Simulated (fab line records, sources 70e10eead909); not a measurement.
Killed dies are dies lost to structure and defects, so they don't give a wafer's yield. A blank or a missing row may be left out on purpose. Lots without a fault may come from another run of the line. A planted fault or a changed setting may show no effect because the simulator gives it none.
fab line records | flow nand_harc
record lots=24 wafers=72 last_day=24
route steps=1159 shown A_WL_FILL@825 A_CONTACT@858
lots that met no fault: from a run of the same line without faults
start_h: hours from the record's first day to the start of the lot's first wafer shown | wait_h: hours since the lot's step before | " the same as in the row above | L1.1+2: a row that stands for several wafers | - no value, or no start given | * or withheld: withheld | < > ~ a bound
route shown NAME@n: a module of which the file shows steps, and the number in the route of the first | usual: mean/standard deviation of fault-free wafers | same: alike in all rows | chamber/n: place in a boat | sites: the reading at each site | _std_site: their standard deviation | _edge_site: outer sites' mean less inner sites' | radius_mm: how far each site lies from the wafer's centre | mask NAME#n: copy n | behind: the tool/chamber that last shaped the wafer | hold: why the lot was held/for how many hours/how that ended | device: the transistor (n, p or np) that didn't switch | end of line: the same wafers' tests at the end of the route | a step without rows: its recipe alone | killed: dies lost to structure and defects at the first sort, not the wafer's yield | map: a wafer's dies, x killed, . not, _ none there
set.NAME: the setting as run; set.NAME@STEP: as run at that earlier step | model.NAME: the simulator's own value behind a step, which no gauge read
steps of the route over a sample of lots; a table a step, a row a wafer
services: from which hour (start_h, from the record's first day; less than 0 if before it) a tool's chamber was out of use, for how many hours, and why
## steps
# step NHARC_A_WL_FILL_ETCHBACK_17
# recipe target_depth_a=40 time_s=26.7 chemistry=Cl2/BCl3
# usual drypump_motor_current_A=5.59/0.17 oes_product_au=1.002/0.012
# columns lot.wafer tool chamber start_h wait_h drypump_motor_current_A oes_product_au rf_hours_counter_h
L075.2 rie_metal-01 1 351.41 - 5.78 0.990 0.2
L075.4 " 0 " " 5.82 0.993 -
L075.3 " 1 " " 5.80 1.015 -
L076.2 rie_metal-02 1 351.45 - 5.28 1.006 4.4
L076.1 " 0 " " 5.65 1.009 3.4
L076.4 " 1 " " 5.27 1.006 -
L074.1 rie_metal-03 1 351.69 - 5.58 0.992 2.1
L074.6 " 0 " " 5.49 1.010 -
L074.5 " 1 " " 5.58 0.998 -
L079.2 rie_metal-01 1 369.11 - 5.80 1.007 1.0
L079.3 " 0 " " 5.79 0.996 -
L079.6 " 1 " " 5.77 1.005 -
L078.3 rie_metal-03 1 369.19 - 5.62 0.983 -
L078.6 " 0 " " 5.45 1.011 -
L078.5 " 1 " " 5.64 0.985 -
L077.2 rie_metal-03 1 372.46 - 5.60 0.984 3.0
L077.3 " 0 " " 5.47 1.014 -
L077.5 " 1 " " 5.60 0.983 -
L082.4 rie_metal-03 0 380.52 - 5.48 1.001 -
L082.3 " 1 " " 5.64 0.980 -
L082.6 " 0 " " 5.50 1.000 -
L080.2 rie_metal-01 1 381.50 - 5.77 1.007 1.4
L080.1 " 0 " " 5.81 0.991 1.4
L080.6 " 1 " " 5.78 1.009 -
L081.2 rie_metal-01 0 388.91 - 5.82 0.995 1.5
L081.3 " 0 " " 5.82 0.992 -
L081.5 " 0 " " 5.81 0.993 -
L083.2 rie_metal-03 0 408.94 - 5.49 0.996 3.5
L083.5 " 0 " " 5.47 1.010 -
L083.6 " 1 " " 5.62 0.982 -
L084.1 rie_metal-02 0 408.98 - 5.60 1.020 0.2
L084.4 " 1 " " 5.29 1.025 -
L084.5 " 0 " " 5.58 1.002 -
L085.2 rie_metal-03 1 420.04 - 5.62 0.975 3.8
L085.3 " 1 " " 5.63 0.974 -
L085.6 " 0 " " 5.45 1.010 -
L088.1 rie_metal-02 1 422.99 - 5.26 1.016 0.8
L088.4 " 1 " " 5.33 1.010 -
L088.5 " 0 " " 5.65 1.003 -
L087.2 rie_metal-03 0 423.09 - 5.46 0.999 3.9
L087.4 " 0 " " 5.47 1.003 -
L087.3 " 1 " " 5.62 0.981 -
L086.4 rie_metal-02 1 428.98 - 5.27 1.024 -
L086.3 " 0 " " 5.63 1.002 -
L086.5 " 1 " " 5.29 1.016 -
L089.2 rie_metal-01 1 436.90 - 5.80 1.007 2.7
L089.3 " 0 " " 5.79 0.999 -
L089.6 " 0 " " 5.80 0.991 -
L091.2 rie_metal-01 1 447.09 - 5.80 1.016 3.2
L091.3 " 1 " " 5.78 1.018 -
L091.4 " 0 " " 5.82 1.008 -
L090.1 rie_metal-03 1 447.16 - 5.57 0.983 4.9
L090.3 " 1 " " 5.56 0.987 -
L090.5 " 1 " " 5.60 0.992 -
L093.1 rie_metal-03 0 451.06 - 5.51 1.021 4.9
L093.6 " 0 " " 5.51 1.020 -
L093.5 " 1 " " 5.60 0.985 -
L094.1 rie_metal-02 0 453.69 - 5.62 1.007 2.0
L094.4 " 1 " " 5.29 0.999 -
L094.6 " 0 " " 5.65 1.016 -
L092.1 rie_metal-02 0 468.05 - 5.64 1.008 2.0
L092.2 " 1 " " 5.29 1.007 2.5
L092.4 " 0 " " 5.62 1.016 -
L095.2 rie_metal-02 1 479.57 - 5.29 1.000 2.5
L095.3 " 1 " " 5.30 1.006 -
L095.6 " 0 " " 5.61 1.008 -
L097.2 rie_metal-01 1 492.18 - 5.82 1.027 4.4
L097.3 " 1 " " 5.78 1.024 -
L097.5 " 1 " " 5.77 1.010 -
L096.4 rie_metal-02 1 492.19 - 5.28 1.006 -
L096.3 " 0 " " 5.62 1.009 -
L096.6 " 1 " " 5.29 1.019 -
# step NHARC_A_WL_FILL_ALD_19
# recipe target_thk_a=20 pulse_time_s=3 ald_cycles=100 temp_c=450 material=TiN
# usual heater_power_w=1085/100 precursor_pulse_height_rel=1.002/0.02
# columns lot.wafer tool chamber start_h wait_h heater_power_w precursor_pulse_height_rel
L075.4 ald_metal-03 3 356.68 0.1 1155 0.996
L075.2 " 0 " " 1152 1.015
L075.3 " 2 " " 1088 0.975
L076.1 ald_metal-04 3 356.68 0.1 924 0.996
L076.2 " 0 " " 1132 0.980
L076.4 " 2 " " 1216 1.001
L074.1 ald_metal-01 2 356.74 0.2 1229 0.972
L074.6 " 3 " " 977 0.981
L074.5 " 0 " " 1093 0.998
L079.3 ald_metal-03 3 374.76 0.1 1149 1.002
L079.2 " 0 " " 1188 1.013
L079.6 " 0 " " 1156 0.999
L078.3 ald_metal-04 3 374.78 0.1 951 1.021
L078.6 " 2 " " 1175 1.012
L078.5 " 3 " " 919 0.996
L077.3 ald_metal-04 3 377.80 0.1 938 1.006
L077.2 " 1 " " 1173 1.010
L077.5 " 3 " " 947 1.050
L082.4 ald_metal-04 2 386.22 0.1 1232 1.032
L082.3 " 1 " " 1173 0.997
L082.6 " 2 " " 1205 1.036
L080.1 ald_metal-03 3 386.24 0.1 1140 1.004
L080.2 " 1 " " 1154 1.027
L080.6 " 2 " " 1119 1.000
L081.2 ald_metal-03 2 394.57 0.1 1136 0.985
L081.3 " 3 " " 1144 0.998
L081.5 " 2 " " 1114 1.001
L083.2 ald_metal-01 3 414.45 0.1 957 1.020
L083.5 " 2 " " 1212 0.988
L083.6 " 3 " " 928 0.995
L084.1 ald_metal-03 2 414.45 0.1 1124 1.011
L084.4 " 3 " " 1131 1.012
L084.5 " 3 " " 1147 1.020
L085.3 ald_metal-03 0 425.70 0.1 1180 1.021
L085.2 " 1 " " 1195 0.996
L085.6 " 0 " " 1151 1.003
L088.4 ald_metal-04 0 428.29 0.1 1027 1.033
L088.1 " 3 " " 879 1.018
L088.5 " 0 " " 1062 1.017
L087.3 ald_metal-01 0 428.31 0.1 1077 0.998
L087.2 " 1 " " 979 1.002
L087.4 " 2 " " 1206 0.962
L086.3 ald_metal-04 1 434.62 0.1 1112 1.008
L086.5 " 3 " " 914 0.981
L086.4 " 0 " " 1043 1.027
L089.2 ald_metal-03 1 442.39 0.1 1166 1.024
L089.3 " 2 " " 1137 1.000
L089.6 " 2 " " 1124 1.007
L091.4 ald_metal-03 3 452.58 0.1 1172 1.050
L091.3 " 0 " " 1151 0.990
L091.2 " 2 " " 1151 0.946
L090.3 ald_metal-01 2 452.60 0.1 1235 0.966
L090.1 " 3 " " 956 1.026
L090.5 " 1 " " 937 1.008
L093.1 ald_metal-04 2 456.81 0.2 1218 0.986
L093.6 " 3 " " 887 1.016
L093.5 " 0 " " 1032 0.996
L094.1 ald_metal-04 3 459.01 0.1 852 0.993
L094.4 " 0 " " 1051 1.028
L094.6 " 3 " " 877 0.999
L092.2 ald_metal-04 1 473.40 0.1 1125 0.985
L092.4 " 2 " " 1162 1.016
L092.1 " 0 " " 1020 0.990
L095.3 ald_metal-01 0 485.22 0.1 1027 0.975
L095.2 " 2 " " 1097 1.001
L095.6 " 1 " " 921 0.984
L097.2 ald_metal-04 3 498.33 0.1 879 0.982
L097.3 " 0 " " 1055 0.991
L097.5 " 3 " " 891 1.005
L096.3 ald_metal-01 1 498.33 0.1 895 1.029
L096.4 " 2 " " 1119 1.018
L096.6 " 0 " " 1036 1.026
# step NHARC_A_CONTACT_ETCH_48
# recipe target_depth_a=390 over_etch_frac=0.3 time_s=65 ion_energy_ev=80 cf4_flow_sccm=150 ar_flow_sccm=0 rf_w=300 bias_w=100 chemistry=CF4
# usual drypump_motor_current_A=5.6/0.3 mfc_ar_sccm=0.010/0.013 oes_product_au=0.999/0.012 rf_vpp_V=150.9/1.3 showerhead_plenum_p_Torr=1.74/0.08 throttle_valve_pct=13.284/0.0091
# columns lot.wafer tool chamber start_h wait_h drypump_motor_current_A mfc_ar_sccm oes_product_au rf_hours_counter_h rf_vpp_V showerhead_plenum_p_Torr throttle_valve_pct
L074.1 rie_diel-06 0 372.29 0.1 5.4 0 1.002 45 149.9 1.64 13.287
L074.5 " 2 " " 6.0 0 0.985 - 152.0 1.69 13.284
L074.6 " 3 " " 5.7 0 0.973 - 153.3 1.84 13.272
L075.4 rie_diel-05 2 372.51 0.1 5.7 0 1.010 3 152.2 1.85 13.301
L075.2 " 3 " " 5.4 0.033 1.011 5 151.6 1.89 13.269
L075.3 " 0 " " 5.6 0.014 0.988 5 150.5 1.68 13.278
L076.4 rie_diel-06 3 375.20 0.1 5.7 0 0.980 45 152.8 1.84 13.269
L076.1 " 0 " " 5.4 0 1.002 47 149.8 1.64 13.279
L076.2 " 2 " " 6.0 0 0.987 45 149.6 1.69 13.290
L079.3 rie_diel-11 2 384.79 0.1 5.2 0.006 0.995 2 152.4 1.74 13.296
L079.2 " 0 " " 5.6 0.038 1.008 2 151.1 1.65 13.275
L079.6 " 2 " " 5.2 0.006 1.002 - 151.2 1.74 13.284
L078.3 rie_diel-11 3 387.23 0.1 5.1 0.012 0.996 3 150.9 1.68 13.285
L078.6 " 3 " " 5.1 0.012 0.996 - 151.3 1.68 13.275
L078.5 " 0 " " 5.6 0.038 1.002 - 147.9 1.64 13.296
L077.2 rie_diel-05 1 392.90 0.1 5.4 0.004 0.992 12 150.6 1.74 13.300
L077.3 " 2 " " 5.7 0 1.005 11 152.4 1.85 13.284
L077.5 " 1 " " 5.4 0.004 0.991 - 150.9 1.74 13.271
L080.1 rie_diel-11 3 400.36 0.1 5.1 0.012 1.001 5 150.4 1.68 13.281
L080.2 " 0 " " 5.6 0.038 1.007 6 148.5 1.64 13.283
L080.6 " 2 " " 5.2 0.006 0.997 - 150.8 1.74 13.289
L082.3 rie_diel-05 1 402.56 0.1 5.4 0.004 1.001 17 152.4 1.73 13.293
L082.4 " 2 " " 5.7 0 1.018 17 152.4 1.85 13.302
L082.6 " 1 " " 5.4 0.004 0.994 - 152.4 1.74 13.291
L081.3 rie_diel-06 2 410.74 0.1 6.1 0 0.989 63 150.7 1.69 13.293
L081.2 " 1 " " 6.1 0.004 0.982 61 150.2 1.76 13.298
L081.5 " 2 " " 6.1 0 0.986 - 151.2 1.69 13.281
L083.2 rie_diel-05 0 424.71 0.2 5.6 0.014 0.981 26 149.9 1.67 13.281
L083.6 " 3 " " 5.4 0.033 1.011 - 152.7 1.88 13.273
L083.5 " 0 " " 5.6 0.014 0.993 - 149.4 1.67 13.276
L084.1 rie_diel-11 1 426.72 0.1 5.8 0.004 0.995 8 150.2 1.72 13.293
L084.4 " 3 " " 5.1 0.012 1.014 10 150.8 1.68 13.264
L084.5 " 1 " " 5.8 0.004 1.008 - 150.9 1.72 13.281
L085.3 rie_diel-11 3 435.21 0.1 5.1 0.012 1.003 11 149.9 1.68 13.285
L085.2 " 0 " " 5.6 0.038 0.997 12 150.2 1.64 13.283
L085.6 " 3 " " 5.1 0.012 1.007 - 150.0 1.68 13.270
L088.1 rie_diel-11 2 438.20 0.1 5.2 0.006 1.012 12 150.8 1.74 13.286
L088.4 " 3 " " 5.1 0.012 1.000 12 149.2 1.68 13.273
L088.5 " 2 " " 5.2 0.006 0.997 - 151.3 1.74 13.283
L087.2 rie_diel-05 1 440.48 0.1 5.4 0.004 1.000 28 150.2 1.73 13.282
L087.3 " 2 " " 5.7 0 1.010 29 153.8 1.84 13.290
L087.4 " 0 " " 5.6 0.014 0.991 30 149.4 1.67 13.281
L086.3 rie_diel-05 0 446.07 0.1 5.6 0.014 0.999 32 150.0 1.67 13.282
L086.4 " 2 " " 5.7 0 1.009 31 152.0 1.84 13.277
L086.5 " 0 " " 5.6 0.014 0.992 - 148.8 1.67 13.288
L089.2 rie_diel-06 1 452.14 0.1 6.1 0.004 0.992 12 152.1 1.76 13.272
L089.3 " 2 " " 6.0 0 0.995 10 148.8 1.69 13.287
L089.6 " 0 " " 5.4 0 1.009 - 151.8 1.90 13.289
L090.3 rie_diel-11 3 463.97 0.1 5.1 0.012 1.001 17 149.6 1.68 13.291
L090.1 " 1 " " 5.8 0.004 0.997 16 152.0 1.72 13.290
L090.5 " 3 " " 5.1 0.012 1.009 - 150.5 1.68 13.288
L091.3 rie_diel-11 3 465.84 0.1 5.1 0.012 1.011 18 151.6 1.68 13.279
L091.2 " 0 " " 5.6 0.038 1.008 19 149.3 1.64 13.299
L091.4 " 2 " " 5.2 0.006 1.013 17 150.1 1.74 13.266
L094.1 rie_diel-06 3 468.79 0.1 5.8 0 0.978 1 151.8 1.84 13.293
L094.4 " 3 " " 5.7 0 0.967 - 151.5 1.84 13.268
L094.6 " 0 " " 5.4 0 0.992 - 153.2 1.90 13.296
L093.1 rie_diel-06 0 471.69 0.1 5.4 0 0.997 22 152.5 1.90 13.265
L093.5 " 0 " " 5.4 0 1.002 - 153.2 1.90 13.280
L093.6 " 1 " " 6.1 0.004 0.979 - 150.7 1.75 13.273
L092.2 rie_diel-11 1 489.59 0.1 5.8 0.004 0.988 21 150.0 1.72 13.280
L092.4 " 3 " " 5.1 0.012 1.000 22 150.4 1.68 13.282
L092.1 " 0 " " 5.6 0.038 1.002 21 150.7 1.64 13.305
L095.2 rie_diel-11 3 495.49 0.1 5.1 0.012 0.997 23 150.0 1.68 13.281
L095.3 " 2 " " 5.2 0.006 1.011 23 149.9 1.73 13.295
L095.6 " 3 " " 5.1 0.012 0.996 - 150.9 1.68 13.283
L097.3 rie_diel-11 0 508.44 0.1 5.6 0.038 1.007 23 150.2 1.64 13.287
L097.2 " 2 " " 5.2 0.006 1.001 24 149.4 1.73 13.269
L097.5 " 1 " " 5.8 0.004 1.004 - 150.2 1.72 13.290
L096.4 rie_diel-06 2 509.01 0.1 6.0 0 1.012 27 149.3 1.68 13.280
L096.3 " 0 " " 5.4 0 1.003 35 153.6 1.90 13.293
L096.6 " 2 " " 6.0 0 1.015 - 149.3 1.68 13.289
# step NHARC_A_CONTACT_ETCH_51
# recipe target_depth_a=36000 over_etch_frac=0.3 time_s=936 ion_energy_ev=150 o2_flow_sccm=400 cos_flow_sccm=20 ar_flow_sccm=0 rf_w=500 bias_w=300 chemistry=O2/COS
# usual drypump_motor_current_A=5.58/0.29 mfc_ar_sccm=0.011/0.013 oes_product_au=1.001/0.011 rf_vpp_V=313.4/2.3 showerhead_plenum_p_Torr=3.07/0.15 throttle_valve_pct=28.330/0.0097
# columns lot.wafer tool chamber start_h wait_h drypump_motor_current_A mfc_ar_sccm oes_product_au rf_hours_counter_h rf_vpp_V showerhead_plenum_p_Torr throttle_valve_pct
L075.2 rie_diel-05 1 - - 5.42 0.004 0.989 4 313.2 3.07 28.324
L075.3 " 2 " " 5.74 0 0.998 4 316.0 3.27 28.329
L075.4 " 3 " " 5.38 0.033 1.007 5 316.9 3.34 28.338
L074.1 rie_diel-06 1 - - 6.10 0.004 0.986 46 314.0 3.11 28.350
L074.6 " 0 " " 5.40 0 0.995 - 310.1 2.90 28.323
L074.5 " 1 " " 6.09 0.004 0.991 - 314.4 3.11 28.336
L076.4 rie_diel-06 0 - - 5.42 0 1.001 47 309.9 2.90 28.321
L076.1 " 1 " " 6.10 0.004 0.995 47 313.5 3.11 28.320
L076.2 " 2 " " 6.08 0 0.979 46 311.7 2.99 28.345
L079.2 rie_diel-11 0 - - 5.60 0.038 1.019 3 308.9 2.90 28.330
L079.3 " 2 " " 5.22 0.006 1.002 2 313.3 3.07 28.344
L079.6 " 0 " " 5.64 0.038 1.013 - 313.2 2.90 28.350
L078.3 rie_diel-11 1 - - 5.78 0.004 1.009 4 314.2 3.04 28.330
L078.6 " 0 " " 5.64 0.038 1.008 - 312.1 2.90 28.323
L078.5 " 1 " " 5.79 0.004 1.009 - 312.1 3.04 28.330
L077.2 rie_diel-05 2 - - 5.74 0 1.021 12 314.9 3.27 28.327
L077.3 " 0 " " 5.63 0.014 0.987 13 310.0 2.96 28.322
L077.5 " 2 " " 5.75 0 1.015 - 316.2 3.27 28.337
L080.2 rie_diel-11 0 - - 5.63 0.038 1.011 6 311.0 2.90 28.345
L080.1 " 3 " " 5.13 0.012 1.013 6 311.9 2.96 28.330
L080.6 " 3 " " 5.12 0.012 1.001 - 312.3 2.96 28.314
L082.3 rie_diel-05 3 - - 5.39 0.033 1.014 18 316.7 3.33 28.344
L082.4 " 1 " " 5.44 0.004 0.983 17 312.7 3.06 28.323
L082.6 " 2 " " 5.71 0 1.007 - 314.8 3.26 28.326
L081.3 rie_diel-06 1 - - 6.12 0.004 0.988 62 314.6 3.10 28.325
L081.2 " 2 " " 6.07 0 0.984 63 312.8 2.98 28.322
L081.5 " 3 " " 5.77 0 0.979 - 315.5 3.24 28.337
L083.2 rie_diel-05 0 - - 5.63 0.014 1.002 26 312.5 2.95 28.322
L083.6 " 2 " " 5.74 0 1.026 - 315.1 3.26 28.321
L083.5 " 3 " " 5.40 0.033 1.014 - 317.6 3.33 28.316
L084.4 rie_diel-11 0 - - 5.65 0.038 1.020 10 311.1 2.90 28.331
L084.1 " 2 " " 5.21 0.006 1.008 10 313.9 3.07 28.327
L084.5 " 1 " " 5.78 0.004 1.005 - 313.7 3.04 28.334
L085.3 rie_diel-11 0 - - 5.64 0.038 0.996 13 312.4 2.89 28.338
L085.2 " 2 " " 5.19 0.006 0.989 12 313.3 3.07 28.333
L085.6 " 0 " " 5.66 0.038 0.997 - 311.0 2.89 28.325
L088.1 rie_diel-11 1 - - 5.79 0.004 0.998 12 312.7 3.04 28.323
L088.4 " 3 " " 5.12 0.012 1.014 12 311.8 2.96 28.311
L088.5 " 1 " " 5.78 0.004 1.004 - 311.9 3.04 28.329
L087.3 rie_diel-05 3 - - 5.37 0.033 1.017 31 318.4 3.33 28.326
L087.2 " 0 " " 5.65 0.014 0.998 30 311.2 2.95 28.320
L087.4 " 2 " " 5.74 0 0.999 29 315.5 3.26 28.333
L086.4 rie_diel-05 2 - - 5.73 0 1.010 31 317.1 3.25 28.342
L086.3 " 3 " " 5.40 0.033 1.017 34 316.8 3.32 28.332
L086.5 " 2 " " 5.72 0 1.007 - 316.2 3.26 28.343
L089.3 rie_diel-06 1 - - 6.10 0.004 0.987 13 314.2 3.10 28.338
L089.2 " 2 " " 6.08 0 0.996 10 312.5 2.97 28.320
L089.6 " 2 " " 6.09 0 0.992 - 313.0 2.97 28.334
L090.3 rie_diel-11 1 - - 5.79 0.004 0.990 16 313.2 3.03 28.315
L090.1 " 3 " " 5.10 0.012 1.000 17 311.5 2.96 28.334
L090.5 " 0 " " 5.61 0.038 1.000 - 311.9 2.89 28.325
L091.2 rie_diel-11 2 - - 5.20 0.006 1.002 18 312.5 3.06 28.316
L091.3 " 3 " " 5.12 0.012 1.000 18 310.5 2.96 28.310
L091.4 " 0 " " 5.59 0.038 1.007 19 310.7 2.89 28.329
L094.1 rie_diel-06 3 - - 5.75 0 0.987 2 315.3 3.24 28.321
L094.4 " 1 " " 6.08 0.004 0.988 - 314.1 3.09 28.333
L094.6 " 0 " " 5.43 0 1.005 - 318.2 3.36 28.335
L093.1 rie_diel-06 1 - - 6.10 0.004 0.993 23 314.1 3.09 28.318
L093.6 " 1 " " 6.09 0.004 0.982 - 312.3 3.09 28.309
L093.5 " 0 " " 5.43 0 1.007 - 316.6 3.36 28.332
L092.2 rie_diel-11 0 - - 5.68 0.038 1.003 21 311.0 2.89 28.346
L092.1 " 2 " " 5.22 0.006 1.001 22 313.8 3.06 28.336
L092.4 " 3 " " 5.11 0.012 0.992 22 311.9 2.95 28.325
L095.3 rie_diel-11 1 - - 5.77 0.004 0.992 22 312.1 3.03 28.335
L095.2 " 3 " " 5.12 0.012 1.008 23 312.0 2.95 28.335
L095.6 " 2 " " 5.21 0.006 1.007 - 312.9 3.06 28.325
L097.3 rie_diel-11 3 - - 5.13 0.012 0.999 25 310.3 2.95 28.330
L097.2 " 1 " " 5.80 0.004 1.001 24 312.3 3.03 28.340
L097.5 " 2 " " 5.21 0.006 1.011 - 313.3 3.06 28.337
L096.4 rie_diel-06 0 - - 5.42 0 1.003 36 317.9 3.35 28.338
L096.3 " 1 " " 6.09 0.004 0.999 36 314.1 3.09 28.327
L096.6 " 0 " " 5.45 0 0.999 - 317.1 3.35 28.328
# step NHARC_A_CONTACT_DEP_57
# recipe target_thk_a=28000 temp_c=400 material=aC
# usual throttle_valve_pct=35.001/0.0092
# columns lot.wafer tool chamber start_h wait_h throttle_valve_pct
L074.1 acl_dep-02 0 377.09 - 34.986
L074.5 " 0 378.24 - 34.999
L074.6 " 0 " " 34.989
L075.2 acl_dep-03 0 377.35 - 35.003
L075.3 " 0 " " 34.998
L075.4 " 0 " " 35.027
L076.1 acl_dep-01 0 379.33 - 35.004
L076.2 " 0 " " 34.997
L076.4 " 0 " " 35.005
L079.2 acl_dep-03 0 389.33 - 34.991
L079.3 " 0 " " 35.003
L079.6 " 0 " " 35.010
L078.3 acl_dep-02 0 396.42 - 35.009
L078.5 " 0 " " 35.016
L078.6 " 0 " " 34.992
L077.2 acl_dep-02 0 399.08 - 35.013
L077.3 " 0 " " 34.995
L077.5 " 0 " " 34.996
L080.1 acl_dep-01 0 404.73 - 34.989
L080.2 " 0 " " 34.998
L080.6 " 0 406.17 - 35.010
L082.3 acl_dep-01 0 410.09 - 35.013
L082.4 " 0 " " 34.989
L082.6 " 0 " " 35.002
L081.2 acl_dep-02 0 418.24 - 34.999
L081.3 " 0 " " 35.018
L081.5 " 0 " " 35.004
L083.2 acl_dep-02 0 429.68 - 35.019
L083.5 " 0 " " 35.000
L083.6 " 0 " " 35.019
L084.1 acl_dep-03 0 430.85 - 35.012
L084.4 " 0 " " 35.002
L084.5 " 0 " " 34.998
L085.2 acl_dep-03 0 440.32 - 35.011
L085.3 " 0 " " 34.986
L085.6 " 0 " " 34.993
L088.1 acl_dep-01 0 442.46 - 35.007
L088.4 " 0 " " 34.981
L088.5 " 0 " " 34.990
L087.2 acl_dep-02 0 445.49 - 35.021
L087.3 " 0 " " 34.989
L087.4 " 0 " " 35.006
L086.3 acl_dep-02 0 451.49 - 34.995
L086.4 " 0 " " 35.000
L086.5 " 0 " " 35.010
L089.2 acl_dep-03 0 457.50 - 34.995
L089.3 " 0 " " 35.002
L089.6 " 0 " " 35.017
L090.1 acl_dep-02 0 468.36 - 35.002
L090.3 " 0 " " 34.988
L090.5 " 0 " " 35.015
L091.2 acl_dep-03 0 470.81 - 34.984
L091.3 " 0 " " 34.994
L091.4 " 0 " " 34.993
L094.1 acl_dep-03 0 474.93 - 35.001
L094.4 " 0 " " 34.999
L094.6 " 0 " " 34.998
L093.1 acl_dep-03 0 481.62 - 34.996
L093.5 " 0 482.77 - 35.017
L093.6 " 0 " " 35.002
L092.1 acl_dep-03 0 494.20 - 34.993
L092.2 " 0 " " 34.989
L092.4 " 0 " " 35.009
L095.2 acl_dep-02 0 499.94 - 35.005
L095.3 " 0 " " 35.001
L095.6 " 0 " " 35.005
L097.2 acl_dep-01 0 513.10 - 34.993
L097.3 " 0 " " 34.986
L097.5 " 0 " " 34.997
L096.3 acl_dep-03 0 513.73 - 34.991
L096.4 " 0 " " 35.011
L096.6 " 0 " " 34.986
# step NHARC_A_CONTACT_DEP_58
# recipe target_thk_a=600 target_thk_nm=60 temp_c=400 pressure_torr=3.5 flow_sccm=200 rf_w=350 material=SiON
# usual heater_power_w=726/91
# columns lot.wafer tool chamber start_h wait_h heater_power_w
L075.2 pecvd-02 0 378.83 1.2 621
L075.3 " 1 " " 631
L075.4 " 1 " " 624
L074.1 pecvd-01 2 378.84 1.5 818
L074.5 " 0 " " 716
L074.6 " 1 " " 867
L076.1 pecvd-01 2 381.09 1.5 803
L076.2 " 0 " " 654
L076.4 " 1 " " 879
L079.3 pecvd-02 1 390.77 0.9 663
L079.2 " 2 " " 706
L079.6 " 2 " " 723
L078.3 pecvd-04 2 397.65 0.9 889
L078.5 " 0 " " 729
L078.6 " 1 " " 793
L077.2 pecvd-02 0 400.53 1.2 612
L077.3 " 2 " " 836
L077.5 " 2 " " 840
L080.2 pecvd-02 1 406.48 1.2 660
L080.1 " 0 " " 661
L080.6 " 0 " " 656
L082.3 pecvd-02 2 411.26 0.9 771
L082.6 " 0 " " 623
L082.4 " 1 " " 583
L081.2 pecvd-02 2 419.73 1.2 716
L081.3 " 0 " " 660
L081.5 " 0 " " 656
L083.2 pecvd-01 1 431.15 1.2 848
L083.6 " 2 " " 743
L083.5 " 0 " " 713
L084.1 pecvd-01 2 432.62 1.5 728
L084.4 " 1 " " 737
L084.5 " 0 " " 704
L085.2 pecvd-02 1 441.88 1.3 620
L085.3 " 0 " " 635
L085.6 " 1 " " 618
L088.1 pecvd-02 2 444.23 1.5 747
L088.5 " 1 " " 639
L088.4 " 2 " " 752
L087.3 pecvd-02 0 446.96 0.9 689
L087.2 " 2 " " 855
L087.4 " 0 " " 692
L086.3 pecvd-04 0 452.70 0.9 640
L086.4 " 1 " " 776
L086.5 " 2 " " 847
L089.3 pecvd-02 1 458.98 0.9 639
L089.2 " 2 " " 845
L089.6 " 2 " " 850
L090.3 pecvd-04 2 470.10 0.9 879
L090.1 " 1 " " 865
L090.5 " 2 " " 892
L091.2 pecvd-02 1 472.29 1.2 603
L091.3 " 2 " " 792
L091.4 " 0 " " 669
L094.1 pecvd-01 2 476.66 1.4 718
L094.6 " 2 " " 739
L094.4 " 1 " " 731
L093.1 pecvd-04 2 483.40 1.5 866
L093.5 " 2 " " 836
L093.6 " 0 " " 710
L092.1 pecvd-04 1 495.94 1.5 858
L092.2 " 0 " " 654
L092.4 " 0 " " 658
L095.3 pecvd-04 0 501.40 0.9 645
L095.2 " 2 " " 836
L095.6 " 1 " " 711
L097.2 pecvd-02 1 514.59 1.2 602
L097.3 " 2 " " 786
L097.5 " 1 " " 623
L096.3 pecvd-02 2 514.99 1.0 838
L096.4 " 1 " " 663
L096.6 " 2 " " 828
## services
# columns tool chamber start_h hours kind
rie_metal-01 - 332.00 9.0 pm
pecvd-02 - 334.00 13.0 pm
rie_diel-05 - 348.55 9.0 pm
acl_dep-02 - 351.11 13.0 pm
rie_diel-11 - 366.50 9.0 pm
rie_metal-02 - 388.00 9.0 pm
rie_diel-11 2 389.44 2.3 repair
rie_diel-06 1 401.58 7.4 repair
pecvd-02 2 403.67 6.9 repair
ald_metal-04 - 406.00 10.0 pm
acl_dep-03 - 408.31 13.0 pm
pecvd-02 2 411.58 6.3 repair
rie_diel-06 - 418.21 9.0 pm
ald_metal-04 2 430.92 7.9 repair
rie_metal-03 - 453.00 9.0 pm
rie_metal-02 0 459.71 7.2 repair
rie_diel-06 2 465.01 7.0 repair
rie_diel-11 0 469.31 12.6 repair
rie_diel-06 3 471.49 6.7 repair
ald_metal-04 - 489.63 1.7 repair
ald_metal-03 - 498.43 0.3 repair
ald_metal-03 - 500.00 10.0 pm
pecvd-02 0 506.60 12.7 repair
rie_metal-01 - 509.00 9.0 pm
## key
fault none
